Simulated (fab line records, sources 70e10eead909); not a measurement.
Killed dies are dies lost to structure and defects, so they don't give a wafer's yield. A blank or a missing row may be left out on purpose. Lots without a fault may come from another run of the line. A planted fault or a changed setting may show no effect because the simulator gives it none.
fab line records | flow nand_harc
record lots=6 wafers=18 last_day=33
route steps=1302 shown A_CHANNEL_HOLE_D2@576 END@1302
lots that met no fault: from a run of the same line without faults
start_h: hours from the record's first day to the start of the lot's first wafer shown | wait_h: hours since the lot's step before | " the same as in the row above | L1.1+2: a row that stands for several wafers | - no value, or no start given | * or withheld: withheld | < > ~ a bound
route shown NAME@n: a module of which the file shows steps, and the number in the route of the first | usual: mean/standard deviation of fault-free wafers | same: alike in all rows | chamber/n: place in a boat | sites: the reading at each site | _std_site: their standard deviation | _edge_site: outer sites' mean less inner sites' | radius_mm: how far each site lies from the wafer's centre | mask NAME#n: copy n | behind: the tool/chamber that last shaped the wafer | hold: why the lot was held/for how many hours/how that ended | device: the transistor (n, p or np) that didn't switch | end of line: the same wafers' tests at the end of the route | a step without rows: its recipe alone | killed: dies lost to structure and defects at the first sort, not the wafer's yield | map: a wafer's dies, x killed, . not, _ none there
set.NAME: the setting as run; set.NAME@STEP: as run at that earlier step | model.NAME: the simulator's own value behind a step, which no gauge read
lots at some steps of the route; a table a step, a row a wafer
services: from which hour (start_h, from the record's first day; less than 0 if before it) a tool's chamber was out of use, for how many hours, and why
## steps
# step NHARC_A_CHANNEL_HOLE_D2_COAT_04
# recipe spin_rpm=1500 resist_thk_nm=90
# step NHARC_A_CHANNEL_HOLE_D2_SOFTBAKE_05
# recipe temp_c=105 time_s=55
# step NHARC_A_CHANNEL_HOLE_D2_EBR_06
# step NHARC_A_CHANNEL_HOLE_D2_EXPOSE_07
# recipe na=1.35 target_cd_nm=100 sigma_outer=0.3 dose_mj=59.65 mask_id=HOLE_D2
# step NHARC_A_CHANNEL_HOLE_D2_PEB_08
# recipe peb_temp_c=100 peb_time_s=65
# step NHARC_A_CHANNEL_HOLE_D2_DEVELOP_09
# recipe develop_time_s=35 dev_temp_c=23
# step NHARC_A_CHANNEL_HOLE_D2_CD_MEAS_10
# recipe target_cd_nm=100 landing_energy_ev=500
# usual cd_nm=100.1/0.44
# columns lot.wafer tool chamber start_h wait_h cd_nm
L595.1 cd_sem-01 0 359.15 - 98.8
L595.2 " 0 " " 99.4
L595.4 " 0 " " 99.4
L603.1 cd_sem-03 0 443.49 - 100.2
L603.2 " 0 " " 100.6
L603.4 " 0 " " 99.9
L604.1 cd_sem-02 0 451.92 - 100.0
L604.2 " 0 " " 99.9
L604.5 " 0 " " 99.9
L605.2 cd_sem-02 0 457.76 - 99.7
L605.4 " 0 " " 100.2
L605.6 " 0 " " 100.3
L608.3 cd_sem-03 0 504.69 - 99.4
L608.4 " 0 " " 99.8
L608.6 " 0 " " 100.3
L611.1 cd_sem-02 0 517.61 - 100.2
L611.2 " 0 " " 99.9
L611.6 " 0 " " 100.2
# step NHARC_A_CHANNEL_HOLE_D2_OVL_MEAS_11
# usual overlay_x_nm=0.0/0.89 overlay_y_nm=0.0/0.8
# columns lot.wafer tool chamber start_h wait_h overlay_x_nm overlay_y_nm
L595.1 overlay-01 - 359.24 - -0.1 -0.5
L595.2 " - " " 0.1 0.2
L595.4 " - " " 0.0 -0.4
L603.1 overlay-01 - 443.58 - -1.7 -0.4
L603.2 " - " " -2.2 -0.2
L603.4 " - " " -2.3 -0.6
L604.1 overlay-01 - 452.00 - -0.6 0.1
L604.2 " - " " -0.9 -0.5
L604.5 " - " " -1.2 0.0
L605.2 overlay-02 - 457.85 - -0.3 0.7
L605.4 " - " " -0.1 0.4
L605.6 " - " " 0.2 0.7
L608.3 overlay-01 - 504.77 - -0.6 1.1
L608.4 " - " " -0.5 0.4
L608.6 " - " " -0.2 0.9
L611.1 overlay-01 - 517.70 - 1.2 -0.9
L611.2 " - " " 0.2 -0.7
L611.6 " - " " 1.1 -1.0
# step NHARC_A_CHANNEL_HOLE_D2_INSPECT_12
# usual raw_defect_count=32/23
# columns lot.wafer tool chamber start_h wait_h raw_defect_count
L595.1 defect_inspect-01 - 359.28 0.0 5
L595.2 " - " " 11
L595.4 " - " " 5
L603.1 defect_inspect-01 - 443.61 0.0 8
L603.2 " - " " 12
L603.4 " - " " 14
L604.1 defect_inspect-02 - 452.04 0.0 11
L604.2 " - " " 22
L604.5 " - " " 10
L605.2 defect_inspect-02 - 457.90 0.1 63
L605.4 " - " " 47
L605.6 " - " " 54
L608.3 defect_inspect-02 - 504.81 0.0 3
L608.4 " - " " 6
L608.6 " - " " 4
L611.1 defect_inspect-01 - 517.73 0.0 23
L611.2 " - " " 25
L611.6 " - " " 24
# step NHARC_A_CHANNEL_HOLE_D2_DESCUM_15
# recipe time_s=3 o2_flow_sccm=200 ar_flow_sccm=0 bias_power_w=0 chemistry=O2
# usual drypump_motor_current_A=5.9/0.49 o2_flow_sccm=199.9/0.59 oes_product_au=1.000/0.01 rf_vpp_V=57.7/0.87 showerhead_plenum_p_Torr=1.89/0.088 throttle_valve_pct=11.311/0.01
# columns lot.wafer tool chamber start_h wait_h drypump_motor_current_A o2_flow_sccm oes_product_au rf_hours_counter_h rf_vpp_V showerhead_plenum_p_Torr throttle_valve_pct
L595.1 rie_diel-07 0 359.35 0.1 5.1 198.4 0.988 3.5 58.0 2.05 11.296
L595.2 " 1 " " 5.6 200.5 0.995 2.9 56.9 1.83 11.300
L595.4 " 2 " " 6.0 200.1 1.005 2.3 56.9 1.97 11.331
L603.1 rie_diel-02 1 443.67 0.1 6.0 199.6 1.001 1.4 57.0 1.80 11.313
L603.2 " 3 " " 6.0 200.0 1.000 1.1 57.8 1.84 11.323
L603.4 " 0 " " 5.6 199.6 0.998 1.2 58.7 1.85 11.313
L604.1 rie_diel-02 3 452.10 0.1 6.0 199.1 1.012 2.4 58.7 1.84 11.315
L604.2 " 0 " " 5.6 200.3 0.997 2.9 56.5 1.84 11.308
L604.5 " 0 " " 5.6 199.5 1.001 - 56.0 1.84 11.307
L605.2 rie_diel-08 0 457.97 0.1 5.7 200.3 0.999 3.5 57.7 1.92 11.302
L605.4 " 1 " " 5.1 199.7 0.979 3.7 58.8 2.02 11.310
L605.6 " 0 " " 5.7 199.7 1.004 - 58.0 1.92 11.318
L608.3 rie_diel-02 0 504.88 0.1 5.6 199.6 1.011 4.8 57.8 1.84 11.298
L608.4 " 2 " " 6.0 199.9 0.993 4.9 58.1 1.80 11.300
L608.6 " 0 " " 5.6 200.7 1.015 - 56.9 1.84 11.289
L611.1 rie_diel-08 1 517.80 0.1 5.2 199.9 0.975 7.0 58.6 2.02 11.326
L611.2 " 0 " " 5.7 200.2 1.019 6.6 56.6 1.92 11.295
L611.6 " 2 " " 6.2 200.2 1.017 - 58.0 1.80 11.308
# step NHARC_A_CHANNEL_HOLE_D2_ETCH_38
# recipe target_depth_a=390 over_etch_frac=0.3 time_s=65 ion_energy_ev=80 cf4_flow_sccm=150 ar_flow_sccm=0 rf_w=300 bias_w=100 chemistry=CF4
# usual bias_w=100.1/0.31 cf4_flow_sccm=150.1/0.51 drypump_motor_current_A=5.9/0.49 oes_product_au=1.002/0.0088 rf_fwd_power_W=297.1/1.3 rf_vpp_V=151.0/1.3 showerhead_plenum_p_Torr=1.75/0.073 throttle_valve_pct=13.284/0.0096
# columns lot.wafer tool chamber start_h wait_h bias_w cf4_flow_sccm drypump_motor_current_A oes_product_au rf_fwd_power_W rf_hours_counter_h rf_vpp_V showerhead_plenum_p_Torr throttle_valve_pct
L595.2 rie_diel-07 0 359.42 0.1 100.1 149.5 5.1 1.006 297.4 3.6 153.0 1.89 13.265
L595.1 " 1 " " 100.3 150.2 5.6 0.989 295.6 2.9 150.9 1.70 13.281
L595.4 " 3 " " 99.7 151.4 6.3 1.012 298.2 3.0 150.6 1.69 13.271
L603.4 rie_diel-02 0 443.76 0.1 100.5 149.8 5.6 1.003 296.9 1.3 151.6 1.71 13.294
L603.1 " 1 " " 100.5 150.5 6.0 1.009 295.7 1.4 149.5 1.67 13.282
L603.2 " 3 " " 99.8 149.7 5.9 1.003 299.3 1.1 150.0 1.70 13.298
L604.1 rie_diel-02 0 452.19 0.1 100.0 149.9 5.6 1.001 295.2 2.9 150.7 1.71 13.281
L604.2 " 2 " " 99.8 150.4 6.1 0.992 296.8 2.2 149.0 1.67 13.273
L604.5 " 3 " " 99.2 149.3 5.9 1.012 299.6 - 149.0 1.70 13.297
L605.2 rie_diel-08 2 458.04 0.1 100.3 150.6 6.2 1.016 298.1 4.2 149.6 1.67 13.291
L605.4 " 3 " " 100.3 150.6 6.8 1.005 296.3 4.1 150.8 1.83 13.268
L605.6 " 3 " " 100.1 151.0 6.8 1.002 295.9 - 152.3 1.83 13.293
L608.3 rie_diel-02 3 504.96 0.1 100.3 150.6 6.0 1.004 297.6 4.6 150.9 1.70 13.283
L608.4 " 2 " " 100.3 150.9 6.0 1.006 297.0 4.9 149.3 1.67 13.275
L608.6 " 0 " " 100.4 149.0 5.6 1.012 298.3 - 150.1 1.71 13.274
L611.1 rie_diel-08 3 517.88 0.1 100.3 149.4 6.9 1.006 296.0 7.8 151.8 1.83 13.299
L611.2 " 2 " " 99.7 150.1 6.2 1.014 296.5 8.1 148.7 1.67 13.287
L611.6 " 3 " " 100.2 149.5 6.8 1.002 295.0 - 153.5 1.83 13.270
# step NHARC_A_CHANNEL_HOLE_D2_ETCH_39
# recipe target_depth_a=2600 over_etch_frac=0.3 time_s=325 ion_energy_ev=200 n2_flow_sccm=150 h2_flow_sccm=150 ar_flow_sccm=0 rf_w=400 bias_w=150 chemistry=N2/H2
# usual bias_w=150.1/0.49 chamber_pressure_mTorr=30.002/0.029 drypump_motor_current_A=5.9/0.49 oes_product_au=1.001/0.0092 rf_fwd_power_W=399.0/1.3 rf_vpp_V=429.8/2.8 showerhead_plenum_p_Torr=2.02/0.095 throttle_valve_pct=14.171/0.0096
# columns lot.wafer tool chamber start_h wait_h bias_w chamber_pressure_mTorr drypump_motor_current_A oes_product_au rf_fwd_power_W rf_hours_counter_h rf_vpp_V showerhead_plenum_p_Torr throttle_valve_pct
L595.4 rie_diel-07 2 - - 150.2 30.025 6.0 1.002 400.6 2.4 431.9 2.10 14.173
L595.2 " 3 " " 149.9 30.019 6.4 0.990 400.9 3.1 427.0 1.94 14.172
L595.1 " 0 " " 149.6 29.964 5.1 0.997 399.9 3.6 433.4 2.19 14.178
L603.1 rie_diel-02 0 - - 149.4 30.010 5.6 1.006 398.7 1.3 427.9 1.97 14.170
L603.2 " 1 " " 150.0 30.020 6.0 1.005 396.7 1.5 427.2 1.92 14.185
L603.4 " 2 " " 150.2 30.028 6.1 0.991 399.3 1.4 427.1 1.92 14.182
L604.2 rie_diel-02 3 - - 150.6 29.989 5.9 1.020 398.7 2.5 426.7 1.96 14.185
L604.1 " 2 " " 149.3 30.008 6.1 0.988 398.2 2.3 426.7 1.92 14.170
L604.5 " 0 " " 150.3 29.992 5.7 1.004 400.0 - 428.6 1.96 14.160
L605.2 rie_diel-08 1 - - 150.8 30.005 5.2 0.990 398.5 3.7 433.4 2.15 14.161
L605.4 " 0 " " 150.1 29.998 5.7 1.009 399.5 3.6 431.3 2.05 14.186
L605.6 " 2 " " 149.7 29.990 6.3 1.013 400.7 - 427.7 1.92 14.175
L608.3 rie_diel-02 0 - - 149.6 29.984 5.6 1.001 400.4 4.9 429.5 1.96 14.189
L608.4 " 3 " " 150.1 29.966 6.0 1.001 398.9 4.7 428.7 1.95 14.179
L608.6 " 0 " " 149.9 30.028 5.6 1.006 400.3 - 426.7 1.96 14.161
L611.2 rie_diel-08 3 - - 150.2 30.023 6.9 1.009 398.7 7.9 434.0 2.11 14.168
L611.1 " 0 " " 150.1 30.032 5.7 1.004 400.3 6.7 431.2 2.05 14.179
L611.6 " 3 " " 149.7 30.028 6.8 1.000 398.3 - 432.2 2.11 14.164
# step NHARC_A_CHANNEL_HOLE_D2_ETCH_34
# recipe target_depth_a=1540 time_s=77 cf4_flow_sccm=100 chf3_flow_sccm=30 ar_flow_sccm=0 rf_w=500 bias_w=200 chemistry=CF4/CHF3
# usual bias_w=200.1/0.55 cf4_flow_sccm=100.03/0.27 drypump_motor_current_A=5.9/0.5 oes_product_au=0.960/0.017 rf_fwd_power_W=495.6/1.9 rf_vpp_V=370.1/2.5 showerhead_plenum_p_Torr=1.56/0.069 throttle_valve_pct=16.802/0.0095
# columns lot.wafer tool chamber start_h wait_h bias_w cf4_flow_sccm drypump_motor_current_A oes_product_au rf_fwd_power_W rf_hours_counter_h rf_vpp_V showerhead_plenum_p_Torr throttle_valve_pct
L595.1 rie_diel-07 3 359.77 - 200.6 99.84 6.4 0.953 497.9 3.1 368.6 1.51 16.803
L595.4 " 0 " " 199.9 100.11 5.1 0.956 497.7 3.7 375.6 1.68 16.814
L595.2 " 2 " " 199.7 99.95 6.0 0.975 498.4 2.6 371.7 1.62 16.803
L603.1 rie_diel-02 3 444.11 - - - - - - - - - -
L603.2 " 0 " " - - - - - - - - -
L603.4 " 1 " " - - - - - - - - -
L604.2 rie_diel-02 1 452.53 - - - - - - - - - -
L604.1 " 3 " " - - - - - - - - -
L604.5 " 1 " " - - - - - - - - -
L605.2 rie_diel-08 3 458.40 - 200.6 100.00 6.9 0.928 493.4 4.2 373.8 1.63 16.810
L605.4 " 0 " " 200.9 99.85 5.7 0.951 497.7 3.7 371.8 1.58 16.800
L605.6 " 3 " " 199.6 99.71 6.8 0.941 494.8 - 372.8 1.63 16.809
L608.3 rie_diel-02 1 505.32 - 201.0 99.41 6.0 0.953 494.0 5.2 365.8 1.48 16.798
L608.4 " 2 " " 200.1 99.86 6.0 0.937 490.4 5.0 367.5 1.49 16.802
L608.6 " 3 " " 200.2 99.74 5.9 0.935 497.0 - 368.2 1.51 16.804
L611.2 rie_diel-08 2 518.23 - 200.1 99.61 6.2 0.975 495.5 8.3 367.5 1.49 16.811
L611.1 " 3 " " 200.4 99.98 6.8 0.989 492.8 8.0 373.3 1.63 16.794
L611.6 " 2 " " 199.9 99.94 6.2 0.974 494.2 - 367.2 1.49 16.800
# step NHARC_A_CHANNEL_HOLE_D2_ETCH_16
# recipe target_depth_a=31000 over_etch_frac=0.3 time_s=806 ion_energy_ev=150 o2_flow_sccm=400 cos_flow_sccm=20 ar_flow_sccm=0 rf_w=500 bias_w=300 chemistry=O2/COS
# usual bias_w=300.0/0.9 chamber_pressure_mTorr=19.998/0.019 drypump_motor_current_A=5.9/0.5 o2_flow_sccm=400.2/1.1 oes_product_au=1.002/0.0099 rf_fwd_power_W=499.4/1.6 rf_vpp_V=313.5/2.2 showerhead_plenum_p_Torr=3.09/0.14 throttle_valve_pct=28.329/0.0089
# columns lot.wafer tool chamber start_h wait_h bias_w chamber_pressure_mTorr drypump_motor_current_A o2_flow_sccm oes_product_au rf_fwd_power_W rf_hours_counter_h rf_vpp_V showerhead_plenum_p_Torr throttle_valve_pct
L595.1 rie_diel-07 0 - - 298.8 19.995 5.1 398.2 1.008 499.7 3.8 315.7 3.33 28.333
L595.4 " 1 " " 300.1 19.962 5.6 400.0 0.994 495.7 3.2 313.5 3.00 28.326
L595.2 " 2 " " 300.5 19.994 6.0 400.8 1.017 498.4 2.7 314.8 3.20 28.335
L603.4 rie_diel-02 0 - - 298.5 20.014 5.6 400.1 1.010 501.0 1.6 312.6 3.02 28.347
L603.1 " 1 " " 300.5 20.012 6.0 400.6 1.020 498.0 1.8 311.2 2.95 28.332
L603.2 " 2 " " 299.4 19.984 6.1 400.6 0.988 499.7 1.6 311.3 2.95 28.319
L604.2 rie_diel-02 3 - - 298.0 20.016 6.0 400.0 1.012 499.9 2.8 310.1 3.00 28.321
L604.1 " 1 " " 299.5 19.986 6.0 398.4 1.025 498.9 2.9 311.5 2.95 28.340
L604.5 " 2 " " 300.3 20.007 6.1 399.7 0.994 497.8 - 311.6 2.95 28.343
L605.4 rie_diel-08 0 - - 298.9 20.022 5.7 403.0 1.004 499.2 3.8 313.7 3.14 28.313
L605.2 " 1 " " 298.5 19.994 5.2 400.2 0.978 502.2 4.0 315.6 3.28 28.341
L605.6 " 3 " " 300.4 20.030 6.8 398.3 1.008 502.9 - 314.6 3.23 28.325
L608.3 rie_diel-02 0 - - 298.9 20.011 5.6 401.2 1.003 497.8 5.2 313.2 3.02 28.321
L608.4 " 2 " " 299.9 19.988 6.0 399.2 0.993 499.5 5.1 312.4 2.95 28.325
L608.6 " 0 " " 299.6 19.974 5.6 401.2 0.989 497.7 - 311.4 3.02 28.310
L611.2 rie_diel-08 1 - - 299.5 19.994 5.2 399.8 0.983 501.3 7.3 316.3 3.28 28.342
L611.1 " 0 " " 300.8 19.986 5.7 401.1 1.009 498.5 7.0 315.2 3.14 28.315
L611.6 " 2 " " 300.6 19.998 6.2 401.2 1.014 498.1 - 310.7 2.95 28.334
# step NHARC_END_SORT_01
# recipe temp_c=25
# usual killed_at_array=52/18 killed_at_other=1.2/1.5 killed_at_periphery=4/3.2 killed_dies=57/17 killed_open=3.1/1.9 killed_short=2.5/1.7
# same gross_dies=677
# columns lot.wafer tool chamber start_h wait_h killed_at_array killed_at_other killed_at_periphery killed_dies killed_open killed_short
L603.1 prober-02 0 707.18 2.5 671 1 5 677 6 2
L603.2 prober-02 0 707.98 2.8 673 1 3 677 3 5
L603.4 prober-02 0 709.57 3.4 670 1 6 677 3 1
L604.1 prober-02 0 727.10 2.5 673 4 0 677 2 1
L604.2 prober-02 0 727.90 2.8 674 2 1 677 3 4
L604.5 prober-02 0 730.29 3.7 672 2 3 677 7 4
# killed by level:class
L603.1 A_CHANNEL_HOLE_D2:area_etch=637 A_CHANNEL_HOLE_D2:chamber_film_flake=17 A_SLIT:chamber_film_flake=4 A_CONTACT:chamber_film_flake=4 A_CHANNEL_HOLE_D1:chamber_film_flake=3 P_GATE:geometric_particle:open=1 P_CONTACT:geometric_particle:open=1 P_M0:geometric_particle:open=1
L603.2 A_CHANNEL_HOLE_D2:area_etch=625 A_CHANNEL_HOLE_D2:chamber_film_flake=30 A_CONTACT:chamber_film_flake=6 A_SLIT:chamber_film_flake=3 A_CHANNEL_HOLE_D1:chamber_film_flake=2 P_STI:geometric_particle:short=1 P_M0:geometric_particle:open=1 A_ONON_D1:geometric_particle:open=1
L603.4 A_CHANNEL_HOLE_D2:area_etch=631 A_CHANNEL_HOLE_D2:chamber_film_flake=20 A_CHANNEL_HOLE_D1:chamber_film_flake=8 A_SLIT:chamber_film_flake=5 P_STI:chamber_film_flake=2 P_GATE:geometric_particle:open=1 A_CHANNEL_HOLE_D2:geometric_particle:short=1 A_SGD_CUT:geometric_particle:open=1
L604.1 A_CHANNEL_HOLE_D2:area_etch=625 A_SLIT:chamber_film_flake=34 A_CHANNEL_HOLE_D1:chamber_film_flake=6 THIN_TSV:chamber_film_flake=4 A_CONTACT:chamber_film_flake=3 A_DECK1_JOINT:geometric_particle:open=1 A_ONON_D2:geometric_particle:short=1 A_CHANNEL_FILL_D2:geometric_particle:open=1
L604.2 A_CHANNEL_HOLE_D2:area_etch=616 A_SLIT:chamber_film_flake=30 A_CHANNEL_HOLE_D1:chamber_film_flake=14 A_STAIRCASE:chamber_film_flake=4 A_CONTACT:chamber_film_flake=3 THIN_TSV:chamber_film_flake=2 A_ONON_D1:geometric_particle:short=1 A_CHANNEL_FILL_D1:geometric_particle:short=1
L604.5 A_CHANNEL_HOLE_D2:area_etch=620 A_SLIT:chamber_film_flake=28 A_CHANNEL_HOLE_D1:chamber_film_flake=7 A_STAIRCASE:chamber_film_flake=3 A_CHANNEL_FILL_D1:geometric_particle:open=2 A_DECK1_JOINT:geometric_particle:open=2 A_CHANNEL_FILL_D2:chamber_film_flake=2 THIN_TSV:chamber_film_flake=2
# map L603.1 (x killed, . not)
____________x____________
_________xxxxxxx_________
_______xxxxxxxxxxx_______
______xxxxxxxxxxxxx______
_____xxxxxxxxxxxxxxx_____
____xxxxxxxxxxxxxxxxx____
____xxxxxxxxxxxxxxxxx____
___xxxxxxxxxxxxxxxxxxx___
___xxxxxxxxxxxxxxxxxxx___
__xxxxxxxxxxxxxxxxxxxxx__
__xxxxxxxxxxxxxxxxxxxxx__
_xxxxxxxxxxxxxxxxxxxxxxx_
_xxxxxxxxxxxxxxxxxxxxxxx_
_xxxxxxxxxxxxxxxxxxxxxxx_
_xxxxxxxxxxxxxxxxxxxxxxx_
_xxxxxxxxxxxxxxxxxxxxxxx_
xxxxxxxxxxxxxxxxxxxxxxxxx
xxxxxxxxxxxxxxxxxxxxxxxxx
xxxxxxxxxxxxxxxxxxxxxxxxx
xxxxxxxxxxxxxxxxxxxxxxxxx
xxxxxxxxxxxxxxxxxxxxxxxxx
_xxxxxxxxxxxxxxxxxxxxxxx_
_xxxxxxxxxxxxxxxxxxxxxxx_
_xxxxxxxxxxxxxxxxxxxxxxx_
_xxxxxxxxxxxxxxxxxxxxxxx_
_xxxxxxxxxxxxxxxxxxxxxxx_
__xxxxxxxxxxxxxxxxxxxxx__
__xxxxxxxxxxxxxxxxxxxxx__
___xxxxxxxxxxxxxxxxxxx___
___xxxxxxxxxxxxxxxxxxx___
____xxxxxxxxxxxxxxxxx____
____xxxxxxxxxxxxxxxxx____
_____xxxxxxxxxxxxxxx_____
______xxxxxxxxxxxxx______
_______xxxxxxxxxxx_______
_________xxxxxxx_________
____________x____________
# map L604.1 (x killed, . not)
____________x____________
_________xxxxxxx_________
_______xxxxxxxxxxx_______
______xxxxxxxxxxxxx______
_____xxxxxxxxxxxxxxx_____
____xxxxxxxxxxxxxxxxx____
____xxxxxxxxxxxxxxxxx____
___xxxxxxxxxxxxxxxxxxx___
___xxxxxxxxxxxxxxxxxxx___
__xxxxxxxxxxxxxxxxxxxxx__
__xxxxxxxxxxxxxxxxxxxxx__
_xxxxxxxxxxxxxxxxxxxxxxx_
_xxxxxxxxxxxxxxxxxxxxxxx_
_xxxxxxxxxxxxxxxxxxxxxxx_
_xxxxxxxxxxxxxxxxxxxxxxx_
_xxxxxxxxxxxxxxxxxxxxxxx_
xxxxxxxxxxxxxxxxxxxxxxxxx
xxxxxxxxxxxxxxxxxxxxxxxxx
xxxxxxxxxxxxxxxxxxxxxxxxx
xxxxxxxxxxxxxxxxxxxxxxxxx
xxxxxxxxxxxxxxxxxxxxxxxxx
_xxxxxxxxxxxxxxxxxxxxxxx_
_xxxxxxxxxxxxxxxxxxxxxxx_
_xxxxxxxxxxxxxxxxxxxxxxx_
_xxxxxxxxxxxxxxxxxxxxxxx_
_xxxxxxxxxxxxxxxxxxxxxxx_
__xxxxxxxxxxxxxxxxxxxxx__
__xxxxxxxxxxxxxxxxxxxxx__
___xxxxxxxxxxxxxxxxxxx___
___xxxxxxxxxxxxxxxxxxx___
____xxxxxxxxxxxxxxxxx____
____xxxxxxxxxxxxxxxxx____
_____xxxxxxxxxxxxxxx_____
______xxxxxxxxxxxxx______
_______xxxxxxxxxxx_______
_________xxxxxxx_________
____________x____________
## services
# columns tool chamber start_h hours kind
rie_diel-02 0 348.66 - clean
rie_diel-02 1 348.66 - clean
rie_diel-02 2 348.66 - clean
rie_diel-02 3 348.66 - clean
rie_diel-02 1 358.99 4.1 repair
rie_diel-08 - 367.94 9.0 pm
rie_diel-07 - 369.14 7.5 repair
rie_diel-02 0 373.16 - clean
rie_diel-02 1 373.16 - clean
rie_diel-02 2 373.16 - clean
rie_diel-02 3 373.16 - clean
rie_diel-02 - 393.70 9.0 pm
rie_diel-02 0 393.70 9.0 vent_cycle
rie_diel-02 1 393.70 9.0 vent_cycle
rie_diel-02 2 393.70 9.0 vent_cycle
rie_diel-02 3 393.70 9.0 vent_cycle
rie_diel-02 0 402.70 - clean
rie_diel-02 1 402.70 - clean
rie_diel-02 2 402.70 - clean
rie_diel-02 3 402.70 - clean
rie_diel-07 1 418.85 2.8 repair
rie_diel-02 3 427.35 5.1 repair
rie_diel-07 - 471.20 9.0 pm
rie_diel-02 - 517.84 0.4 repair
## key
first_sign step=NHARC_A_CHANNEL_HOLE_D2_ETCH_34 reading=tool_record direction=missing
effect step=NHARC_END_SORT_01 reading=killed_dies direction=up sigmas=36 usual=57 struck=677
more_kills_born_at NHARC_A_CHANNEL_HOLE_D2_ETCH_34@rie_diel-02=3754
met_at NHARC_A_CHANNEL_HOLE_D2_ETCH_34
struck_wafers L603.1,L603.2,L603.4,L604.1,L604.2,L604.5
later_rows_left_out L603.1,L603.2,L603.4,L604.1,L604.2,L604.5
tester_left_out L603,L604
fault kind=skipped_step_whole tool=rie_diel-02 chamber=- onset_h=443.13 steps=NHARC_A_CHANNEL_HOLE_D2_ETCH_34 scope=struck_lots_only
# tester_left_out: of these lots the tester's yield and bins aren't shown, on N5 and GAA mostly nor the transistor test; their killed dies are dies lost to structure and defects alone, not to doping, threshold or leakage, so they don't give the yield
# later_rows_left_out: the simulator's readings of these wafers behind a module that went badly wrong aren't trusted and aren't shown, but for the sort
